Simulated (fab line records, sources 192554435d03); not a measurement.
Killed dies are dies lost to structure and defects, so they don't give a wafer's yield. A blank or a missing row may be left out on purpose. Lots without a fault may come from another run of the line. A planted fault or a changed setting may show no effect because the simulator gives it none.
fab line records | flow n5_finfet | part 1 of 2: steps 1 to 14 of 26
record lots=5 wafers=15 last_day=18
route steps=1938 shown FIN_SAQP@134 FIN_CUT@154
lots that met no fault: from a run of the same line without faults
start_h: hours from the record's first day to the start of the lot's first wafer shown | wait_h: hours since the lot's step before | " the same as in the row above | L1.1+2: a row that stands for several wafers | - no value, or no start given | * or withheld: withheld | < > ~ a bound
route shown NAME@n: a module of which the file shows steps, and the number in the route of the first | usual: mean/standard deviation of fault-free wafers | same: alike in all rows | chamber/n: place in a boat | sites: the reading at each site | _std_site: their standard deviation | _edge_site: outer sites' mean less inner sites' | radius_mm: how far each site lies from the wafer's centre | mask NAME#n: copy n | behind: the tool/chamber that last shaped the wafer | hold: why the lot was held/for how many hours/how that ended | device: the transistor (n, p or np) that didn't switch | end of line: the same wafers' tests at the end of the route | a step without rows: its recipe alone | killed: dies lost to structure and defects at the first sort, not the wafer's yield | map: a wafer's dies, x killed, . not, _ none there
set.NAME: the setting as run; set.NAME@STEP: as run at that earlier step | model.NAME: the simulator's own value behind a step, which no gauge read
lots at some steps of the route; a table a step, a row a wafer
services: from which hour (start_h, from the record's first day; less than 0 if before it) a tool's chamber was out of use, for how many hours, and why
## steps
# step N5_FIN_SAQP_ETCH_69
# recipe chemistry=N2/H2 target=SOC target_depth_a=1500 stop_on=SiNx ion_energy_ev=100 bias_w=61 pressure_mtorr=30 source_w=850 n2_flow_sccm=200 h2_flow_sccm=200
# usual drypump_motor_current_A=5.6/0.52 oes_product_au=0.75/0.083 rf_vpp_V=240.0/1.2 showerhead_plenum_p_Torr=2.50/0.069 throttle_valve_pct=17.86/0.23
# columns lot.wafer tool chamber start_h wait_h drypump_motor_current_A oes_product_au rf_hours_counter_h rf_vpp_V showerhead_plenum_p_Torr throttle_valve_pct
L082.3 rie_diel-01 2 73.56 - 5.2 0.71 210 239.2 2.51 17.79
L082.4 " 3 " " 6.0 0.69 233 239.2 2.51 18.11
L082.6 " 1 " " 6.7 0.70 - 239.2 2.51 18.21
L084.2 rie_diel-02 1 85.26 - 5.4 0.68 210 237.6 2.40 17.76
L084.3 " 3 " " 6.6 0.69 193 238.8 2.44 17.80
L084.4 " 2 " " 5.4 0.67 240 238.5 2.41 18.10
L089.3 rie_diel-01 0 118.38 - 6.0 0.79 94 242.1 2.56 17.69
L089.4 " 2 " " 5.2 0.69 228 239.7 2.51 17.82
L089.6 " 2 " " 5.1 0.70 - 239.8 2.51 17.81
L094.1 rie_diel-02 1 147.13 - 5.4 0.66 223 238.6 2.39 17.80
L094.3 " 1 " " 5.3 0.67 - 240.0 2.39 17.79
L094.6 " 1 " " 5.4 0.67 - 239.2 2.39 17.79
L096.1 rie_diel-06 1 158.44 - 4.9 0.80 117 239.4 2.55 17.56
L096.4 " 2 " " 5.5 0.84 - 241.0 2.59 17.99
L096.5 " 1 " " 4.9 0.79 - 241.3 2.55 17.55
# step N5_FIN_SAQP_ETCH_67
# recipe chemistry=CH3F/O2 target=SiNx target_depth_a=300 mask_material=SOC pressure_mtorr=30 source_w=395 bias_w=73 Ar_flow_sccm=150 CH3F_flow_sccm=30 O2_flow_sccm=20 ion_energy_ev=120
# usual drypump_motor_current_A=5.6/0.51 oes_product_au=0.76/0.087 rf_vpp_V=294/5.8 showerhead_plenum_p_Torr=1.96/0.055 throttle_valve_pct=16.39/0.23
# columns lot.wafer tool chamber start_h wait_h drypump_motor_current_A oes_product_au rf_hours_counter_h rf_vpp_V showerhead_plenum_p_Torr throttle_valve_pct
L082.3 rie_diel-01 2 73.62 0.0 5.1 0.71 210 301 1.98 16.27
L082.4 " 3 " " 6.1 0.69 233 294 1.99 16.78
L082.6 " 1 " " 6.7 0.71 - 293 1.97 16.74
L084.2 rie_diel-02 1 85.32 0.0 5.4 0.70 210 295 1.91 16.47
L084.3 " 3 " " 6.6 0.71 193 292 1.90 16.14
L084.4 " 2 " " 5.4 0.69 240 294 1.89 16.65
L089.3 rie_diel-01 0 118.44 0.0 6.0 0.81 94 291 2.03 16.32
L089.4 " 2 " " 5.1 0.70 228 301 1.97 16.29
L089.6 " 2 " " 5.2 0.70 - 302 1.97 16.30
L094.1 rie_diel-02 1 147.22 0.1 5.4 0.67 223 296 1.90 16.51
L094.3 " 1 " " 5.4 0.68 - 294 1.90 16.51
L094.6 " 1 " " 5.4 0.68 - 295 1.90 16.50
L096.1 rie_diel-06 1 158.50 0.0 4.9 0.81 117 304 2.02 16.17
L096.4 " 2 " " 5.5 0.85 - 298 2.02 16.52
L096.5 " 1 " " 4.9 0.80 - 304 2.02 16.15
# step N5_FIN_SAQP_STRIP_70
# recipe chemistry=N2/H2 power_w=500 temp_c=40 pressure_mtorr=50 rf_frequency_hz=6e+07 overash_fraction=0.3 bias_power_w=28 h2_frac=0.5 n2_flow_sccm=300 h2_flow_sccm=300
# usual drypump_motor_current_A=5.6/0.51 oes_product_au=0.76/0.086 power_w=499.8/1.6 rf_vpp_V=121.5/0.88 showerhead_plenum_p_Torr=3.30/0.087 temp_c=40.00/0.11 throttle_valve_pct=19.00/0.27
# columns lot.wafer tool chamber start_h wait_h drypump_motor_current_A oes_product_au power_w rf_hours_counter_h rf_vpp_V showerhead_plenum_p_Torr temp_c throttle_valve_pct
L082.3 rie_diel-01 2 73.66 0.0 5.1 0.72 500.6 210 122.0 3.32 40.00 19.04
L082.4 " 3 " " 6.1 0.69 501.6 233 122.4 3.32 39.73 19.06
L082.6 " 1 " " 6.7 0.71 499.8 - 122.0 3.32 40.04 19.23
L084.2 rie_diel-02 1 85.36 0.0 5.4 0.69 499.2 210 122.1 3.17 39.89 18.81
L084.3 " 3 " " 6.5 0.69 499.2 193 120.4 3.23 40.09 19.18
L084.4 " 2 " " 5.4 0.68 497.4 240 119.4 3.19 40.07 19.08
L089.3 rie_diel-01 0 118.48 0.0 6.0 0.81 499.0 94 122.0 3.38 39.88 18.82
L089.4 " 2 " " 5.2 0.70 497.0 228 120.4 3.31 39.83 19.06
L089.6 " 2 " " 5.2 0.70 497.4 - 121.4 3.31 40.07 19.06
L094.1 rie_diel-02 1 147.28 0.0 5.4 0.68 495.9 223 121.0 3.17 40.05 18.85
L094.3 " 1 " " 5.4 0.68 501.6 - 119.9 3.17 39.99 18.83
L094.6 " 1 " " 5.4 0.67 498.2 - 122.7 3.17 40.10 18.84
L096.1 rie_diel-06 1 158.54 0.0 5.0 0.81 501.6 117 121.7 3.37 40.05 18.67
L096.4 " 2 " " 5.5 0.85 501.0 - 121.8 3.41 39.84 18.84
L096.5 " 1 " " 5.0 0.81 501.7 - 122.3 3.37 40.10 18.68
# step N5_FIN_SAQP_RECESS_71
# recipe chemistry=HF/NH3 target=SiO2 target_depth_a=30 afs_cycles=1 temp_c=30 sublimation_temp_c=180 sublimation_time_s=60
# usual drypump_motor_current_A=5.96/0.3 temp_c=29.99/0.11
# columns lot.wafer tool chamber start_h wait_h drypump_motor_current_A temp_c
L082.3 vapor_etch-02 1 73.76 0.1 5.67 30.10
L082.4 " 0 " " 6.43 29.79
L082.6 " 0 " " 6.41 30.05
L084.2 vapor_etch-01 0 85.42 0.0 6.15 29.89
L084.3 " 0 " " 6.16 29.93
L084.4 " 1 " " 5.66 30.10
L089.3 vapor_etch-01 0 118.58 0.1 6.15 30.00
L089.4 " 1 " " 5.67 30.04
L089.6 " 0 " " 6.13 29.96
L094.1 vapor_etch-01 0 147.36 0.1 6.17 29.83
L094.3 " 1 " " 5.67 30.10
L094.6 " 1 " " 5.67 30.12
L096.1 vapor_etch-01 1 158.60 0.0 5.67 30.07
L096.4 " 0 " " 6.18 29.90
L096.5 " 0 " " 6.18 29.80
# step N5_FIN_SAQP_SPACER2_ALD_28
# recipe material=SiO2 target_thk_a=81 temp_c=300 ald_precursor_family=BDEAS ald_co_reactant=O2-plasma pulse_time_s=1 purge_time_s=2 co_reactant_purge_time_s=2 pressure_torr=2
# usual heater_power_w=459/18 precursor_pulse_height_rel=1.002/0.021
# columns lot.wafer tool chamber start_h wait_h heater_power_w precursor_pulse_height_rel
L082.3 ald_sin-03 0 73.86 0.1 468 1.013
L082.4 " 2 " " 456 0.989
L082.6 " 2 " " 466 1.029
L084.2 ald_sin-01 3 87.16 1.7 425 1.012
L084.3 " 0 " " 477 1.009
L084.4 " 2 " " 507 1.022
L089.3 ald_sin-04 2 118.69 0.1 449 1.003
L089.4 " 0 " " 450 1.020
L089.6 " 1 " " 452 0.989
L094.1 ald_sin-04 1 147.50 0.1 453 1.013
L094.3 " 3 " " 450 1.007
L094.6 " 3 " " 454 0.996
L096.1 ald_sin-03 2 158.74 0.1 484 0.996
L096.4 " 3 " " 459 0.985
L096.5 " 3 " " 459 1.009
# step N5_FIN_SAQP_SPACER2_ETCHBACK_29
# recipe chemistry=CHF3/O2 mode=anisotropic_etchback target=SiO2 target_depth_a=122 time_s=6.1 pressure_mtorr=30 source_w=650 bias_w=170 Ar_flow_sccm=200 CHF3_flow_sccm=50 O2_flow_sccm=5 ion_energy_ev=200
# usual drypump_motor_current_A=5.5/0.48 oes_product_au=0.78/0.099 rf_vpp_V=519/11 showerhead_plenum_p_Torr=2.37/0.069 throttle_valve_pct=18.89/0.24
# same time_s=6.1
# columns lot.wafer tool chamber start_h wait_h drypump_motor_current_A oes_product_au rf_hours_counter_h rf_vpp_V showerhead_plenum_p_Torr throttle_valve_pct
L082.3 rie_diel-06 3 74.19 0.2 5.3 0.69 234 517 2.38 18.76
L082.4 " 0 " " 5.5 0.70 225 497 2.28 19.13
L082.6 " 2 " " 5.5 0.91 - 522 2.44 19.03
L084.2 rie_diel-01 2 87.50 0.2 5.1 0.71 215 531 2.38 18.80
L084.3 " 3 " " 6.1 0.68 237 519 2.39 19.31
L084.4 " 0 " " 6.0 0.82 81 513 2.45 18.87
L089.3 rie_diel-01 2 119.11 0.3 5.2 0.70 229 530 2.37 18.79
L089.4 " 2 " " 5.2 0.70 - 531 2.38 18.81
L089.6 " 1 " " 6.7 0.70 - 515 2.37 19.29
L094.1 rie_diel-06 2 147.83 0.2 5.5 0.87 50 522 2.43 19.05
L094.3 " 3 " " 5.3 0.96 7 519 2.37 18.46
L094.6 " 3 " " 5.3 0.95 - 518 2.37 18.43
L096.1 rie_diel-02 1 159.08 0.2 5.4 0.67 230 523 2.30 19.04
L096.4 " 2 " " 5.4 1.00 - 527 2.57 18.79
L096.5 " 1 " " 5.4 0.66 - 521 2.30 19.05
# step N5_FIN_SAQP_MANDREL2_REMOVE_60
# recipe chemistry=HBr/Cl2/O2 bt_time_s=10 target=a-Si stop_on=SiNx endpoint=OES-SiCl over_etch_frac=1 icp_w=600 bias_w=22 HBr_flow_sccm=150 Cl2_flow_sccm=80 O2_flow_sccm=5 pressure_mtorr=10
# usual drypump_motor_current_A=5.6/0.45 mfc_cl2_sccm=80.00/0.23 oes_product_au=0.994/0.019 throttle_valve_pct=36.8/0.32
# columns lot.wafer tool chamber start_h wait_h drypump_motor_current_A mfc_cl2_sccm oes_product_au rf_hours_counter_h throttle_valve_pct
L082.3 rie_si-06 2 74.27 0.1 5.4 80.44 1.007 2 36.5
L082.4 " 3 " " 6.3 79.80 0.978 93 36.7
L082.6 " 2 " " 5.4 80.68 1.002 - 36.5
L084.2 rie_si-06 3 87.58 0.1 6.3 79.87 0.981 93 36.6
L084.3 " 0 " " 5.3 79.79 0.997 27 36.8
L084.4 " 1 " " 5.1 80.16 0.997 181 36.8
L089.3 rie_si-06 0 119.20 0.1 5.4 79.82 1.000 28 36.8
L089.4 " 2 " " 5.4 80.07 1.008 3 36.5
L089.6 " 0 " " 5.4 80.16 0.993 - 36.8
L094.1 rie_si-03 0 147.91 0.1 5.5 79.73 1.004 49 37.5
L094.3 " 1 " " 6.3 79.92 0.970 68 36.5
L094.6 " 1 " " 6.3 79.97 0.964 - 36.6
L096.1 rie_si-03 0 159.17 0.1 5.5 80.44 1.009 49 37.5
L096.4 " 2 " " 6.0 79.97 1.023 86 37.2
L096.5 " 3 " " 5.2 80.01 0.979 - 36.8
# step N5_FIN_SAQP_CD_MEAS_31
# recipe target_cd_nm=8 landing_energy_ev=1000 detector=se_inlens polarity=line
# usual cd_nm=8.13/0.2
# columns lot.wafer tool chamber start_h wait_h cd_nm
L082.3 cd_sem-03 0 74.39 0.1 8.21
L082.4 " 0 " " 8.33
L082.6 " 0 " " 7.78
L084.2 cd_sem-03 0 87.70 0.1 8.58
L084.3 " 0 " " 8.35
L084.4 " 0 " " 7.78
L089.3 cd_sem-02 0 119.31 0.1 8.07
L089.4 " 0 " " 7.94
L089.6 " 0 " " 8.50
L094.1 cd_sem-03 0 148.02 0.1 7.94
L094.3 " 0 " " 8.13
L094.6 " 0 " " 8.54
L096.1 cd_sem-01 0 159.28 0.1 8.25
L096.4 " 0 " " 8.39
L096.5 " 0 " " 8.18
# step N5_FIN_SAQP_HM_OPEN_33
# recipe chemistry=CH3F/O2 target=SiNx mask_material=SiO2 target_depth_a=494 time_s=70.6 pressure_mtorr=30 source_w=395 bias_w=73 Ar_flow_sccm=150 CH3F_flow_sccm=30 O2_flow_sccm=20 ion_energy_ev=120 ends=cleared
# usual drypump_motor_current_A=5.8/0.54 etch_rf_on_time_s=69.5/1.4 oes_product_au=0.64/0.071 rf_vpp_V=294/5.1 showerhead_plenum_p_Torr=1.97/0.053 throttle_valve_pct=16.40/0.21
# columns lot.wafer tool chamber start_h wait_h drypump_motor_current_A etch_rf_on_time_s oes_product_au rf_hours_counter_h rf_vpp_V showerhead_plenum_p_Torr throttle_valve_pct
L082.3 rie_diel-06 2 74.47 0.1 5.5 68.8 0.78 21 297 2.03 16.42
L082.4 " 1 " " 4.9 69.4 0.72 79 303 2.03 16.09
L082.6 " 1 " " 4.9 69.5 0.73 - 302 2.03 16.07
L084.2 rie_diel-01 2 87.84 0.1 5.2 68.3 0.61 215 301 1.97 16.27
L084.3 " 1 " " 6.7 68.5 0.61 224 293 1.97 16.71
L084.4 " 3 " " 6.1 70.1 0.59 237 293 1.99 16.77
L089.3 rie_diel-01 0 119.41 0.1 6.0 69.5 0.68 95 291 2.03 16.33
L089.4 " 1 " " 6.7 69.2 0.59 - 293 1.97 16.76
L089.6 " 0 " " 6.0 71.1 0.69 - 291 2.03 16.32
L094.1 rie_diel-01 3 148.07 0.0 6.1 67.6 0.82 4 294 1.98 16.32
L094.3 " 2 " " 5.1 69.7 0.58 245 301 1.97 16.33
L094.6 " 0 " " 6.0 72.0 0.67 - 290 2.02 16.35
L096.1 rie_diel-01 2 159.33 0.0 5.1 66.6 0.58 250 302 1.96 16.34
L096.4 " 0 " " 6.0 71.0 0.67 - 292 2.02 16.36
L096.5 " 2 " " 5.1 68.4 0.58 - 301 1.96 16.34
# step N5_FIN_SAQP_ETCH_34
# recipe chemistry=C4F6/O2 target=SiO2 target_depth_a=450 time_s=15 ion_energy_ev=250 pressure_mtorr=30 source_w=345 bias_w=185 Ar_flow_sccm=300 C4F6_flow_sccm=10 O2_flow_sccm=10 ends=cleared
# usual drypump_motor_current_A=5.8/0.54 etch_rf_on_time_s=15.08/0.24 oes_product_au=0.64/0.071 rf_vpp_V=659/11 showerhead_plenum_p_Torr=2.81/0.074 throttle_valve_pct=21.11/0.21
# columns lot.wafer tool chamber start_h wait_h drypump_motor_current_A etch_rf_on_time_s oes_product_au rf_hours_counter_h rf_vpp_V showerhead_plenum_p_Torr throttle_valve_pct
L082.3 rie_diel-06 2 74.54 0.0 5.5 14.78 0.79 21 663 2.88 21.18
L082.4 " 1 " " 4.9 14.97 0.72 79 680 2.89 20.81
L082.6 " 1 " " 4.9 14.97 0.72 - 679 2.89 20.81
L084.2 rie_diel-01 2 87.91 0.0 5.2 14.85 0.61 215 675 2.81 20.95
L084.3 " 1 " " 6.7 15.00 0.60 224 655 2.81 21.44
L084.4 " 3 " " 6.1 14.78 0.59 237 658 2.83 21.48
L089.3 rie_diel-01 0 119.48 0.0 6.0 15.39 0.68 95 651 2.89 21.09
L089.4 " 1 " " 6.7 15.18 0.59 - 656 2.80 21.45
L089.6 " 0 " " 6.0 15.45 0.69 - 652 2.89 21.10
L094.1 rie_diel-01 3 148.14 0.0 6.1 14.52 0.83 4 657 2.82 21.13
L094.3 " 2 " " 5.1 14.93 0.58 245 674 2.80 21.00
L094.6 " 0 " " 6.0 15.40 0.67 - 652 2.88 21.11
L096.1 rie_diel-01 2 159.40 0.0 5.2 14.82 0.58 250 674 2.80 21.00
L096.4 " 0 " " 6.0 15.54 0.66 - 652 2.88 21.14
L096.5 " 2 " " 5.1 14.84 0.59 - 674 2.80 20.99
# step N5_FIN_SAQP_STRIP_77
# recipe chemistry=N2/H2 time_s=90 power_w=100 temp_c=40 pressure_mtorr=100 rf_frequency_hz=6e+07 bias_power_w=3 n2_flow_sccm=300 h2_flow_sccm=300
# usual drypump_motor_current_A=5.8/0.55 oes_product_au=0.75/0.085 rf_vpp_V=45.2/0.83 showerhead_plenum_p_Torr=3.33/0.08 temp_c=40.00/0.11 throttle_valve_pct=12.29/0.23
# same time_s=90
# columns lot.wafer tool chamber start_h wait_h drypump_motor_current_A oes_product_au rf_hours_counter_h rf_vpp_V showerhead_plenum_p_Torr temp_c throttle_valve_pct
L082.3 rie_diel-06 2 74.56 0.0 5.5 0.92 21 46.7 3.45 40.04 12.19
L082.4 " 1 " " 4.9 0.85 79 45.6 3.41 40.00 11.87
L082.6 " 1 " " 4.9 0.86 - 45.0 3.41 39.95 11.87
L084.2 rie_diel-01 2 87.93 0.0 5.2 0.71 215 45.2 3.34 39.86 12.24
L084.3 " 1 " " 6.7 0.71 224 47.2 3.33 40.01 12.64
L084.4 " 3 " " 6.1 0.69 237 46.0 3.33 40.14 12.59
L089.3 rie_diel-01 0 119.50 0.0 6.0 0.80 95 44.9 3.39 40.03 12.10
L089.4 " 1 " " 6.7 0.68 - 44.6 3.32 39.99 12.68
L089.6 " 0 " " 6.0 0.80 - 46.2 3.39 39.95 12.08
L094.1 rie_diel-01 3 148.16 0.0 6.1 0.97 4 45.5 3.32 40.06 11.97
L094.3 " 2 " " 5.1 0.69 245 44.5 3.32 40.16 12.32
L094.6 " 0 " " 6.0 0.77 - 44.7 3.39 39.96 12.13
L096.1 rie_diel-01 2 159.42 0.0 5.1 0.69 250 45.6 3.32 39.89 12.35
L096.4 " 0 " " 6.0 0.78 - 46.2 3.38 39.99 12.16
L096.5 " 2 " " 5.1 0.69 - 45.0 3.32 39.74 12.36
# step N5_FIN_SAQP_HM_CD_35
# recipe target_cd_nm=8 polarity=line
# usual cd_nm=8.15/0.26
# columns lot.wafer tool chamber start_h wait_h cd_nm
L082.3 cd_sem-03 - 74.69 0.1 8.86
L082.4 " - " " 8.19
L082.6 " - " " 7.88
L084.2 cd_sem-02 - 88.06 0.1 8.37
L084.3 " - " " 8.21
L084.4 " - " " 8.06
L089.3 cd_sem-03 - 119.63 0.1 8.48
L089.4 " - " " 8.32
L089.6 " - " " 8.30
L094.1 cd_sem-03 - 148.29 0.1 8.15
L094.3 " - " " 7.85
L094.6 " - " " 8.08
L096.1 cd_sem-02 - 159.54 0.1 8.14
L096.4 " - " " 8.01
L096.5 " - " " 8.19
# step N5_FIN_SAQP_ETCH_64
# recipe chemistry=CF4 target=SiO2 target_depth_a=15 ion_energy_ev=350 pressure_mtorr=10 icp_w=800 bias_w=400 cf4_flow_sccm=80
# usual drypump_motor_current_A=5.6/0.41 oes_product_au=1.002/0.025 throttle_valve_pct=21.72/0.22
# columns lot.wafer tool chamber start_h wait_h drypump_motor_current_A oes_product_au rf_hours_counter_h throttle_valve_pct
L082.3 rie_si-02 3 74.73 0.0 6.1 1.054 27 21.52
L082.4 " 2 " " 5.0 1.000 63 21.91
L082.6 " 3 " " 6.1 1.051 - 21.50
L084.2 rie_si-03 0 88.11 0.0 5.5 1.005 48 22.21
L084.3 " 2 " " 6.0 1.009 84 22.00
L084.4 " 1 " " 6.3 0.967 67 21.80
L089.3 rie_si-02 0 119.67 0.0 5.5 1.005 180 21.74
L089.4 " 1 " " 5.8 0.984 2 21.43
L089.6 " 0 " " 5.6 1.008 - 21.73
L094.1 rie_si-02 2 148.34 0.0 5.0 0.999 64 21.92
L094.3 " 0 " " 5.6 1.006 180 21.71
L094.6 " 1 " " 5.7 0.992 - 21.43
L096.1 rie_si-06 2 159.59 0.0 5.4 0.997 4 21.56
L096.4 " 3 " " 6.3 1.000 94 21.60
L096.5 " 2 " " 5.4 1.006 - 21.58
# step N5_FIN_SAQP_FIN_ETCH_36
# recipe chemistry=HBr/Cl2/O2 target_depth_a=1200 mask_material=SiNx time_s=50.4 bias_w=102 pressure_mtorr=10 icp_w=800 HBr_flow_sccm=150 Cl2_flow_sccm=80 O2_flow_sccm=12
# usual drypump_motor_current_A=5.6/0.41 mfc_cl2_sccm=79.97/0.23 oes_product_au=0.999/0.025 throttle_valve_pct=36.0/0.34
# same time_s=50.4
# columns lot.wafer tool chamber start_h wait_h drypump_motor_current_A mfc_cl2_sccm oes_product_au rf_hours_counter_h throttle_valve_pct
L082.3 rie_si-02 3 74.75 0.0 6.1 80.20 1.044 27 35.6
L082.4 " 2 " " 5.0 80.00 0.985 63 36.1
L082.6 " 3 " " 6.1 80.29 1.063 - 35.6
L084.2 rie_si-03 0 88.13 0.0 5.5 80.04 0.983 48 36.9
L084.3 " 2 " " 6.0 80.24 1.012 84 36.5
L084.4 " 1 " " 6.3 80.07 0.958 67 35.9
L089.3 rie_si-02 0 119.69 0.0 5.6 80.21 1.000 180 35.7
L089.4 " 1 " " 5.8 80.01 0.980 2 35.7
L089.6 " 0 " " 5.6 79.81 1.013 - 35.7
L094.1 rie_si-02 2 148.36 0.0 5.0 80.36 0.997 64 36.1
L094.3 " 0 " " 5.6 80.14 1.004 180 35.7
L094.6 " 1 " " 5.8 80.33 0.983 - 35.7
L096.1 rie_si-06 2 159.61 0.0 5.4 79.65 1.001 4 35.8
L096.4 " 3 " " 6.3 80.11 0.984 94 36.0
L096.5 " 2 " " 5.4 80.00 1.010 - 35.8
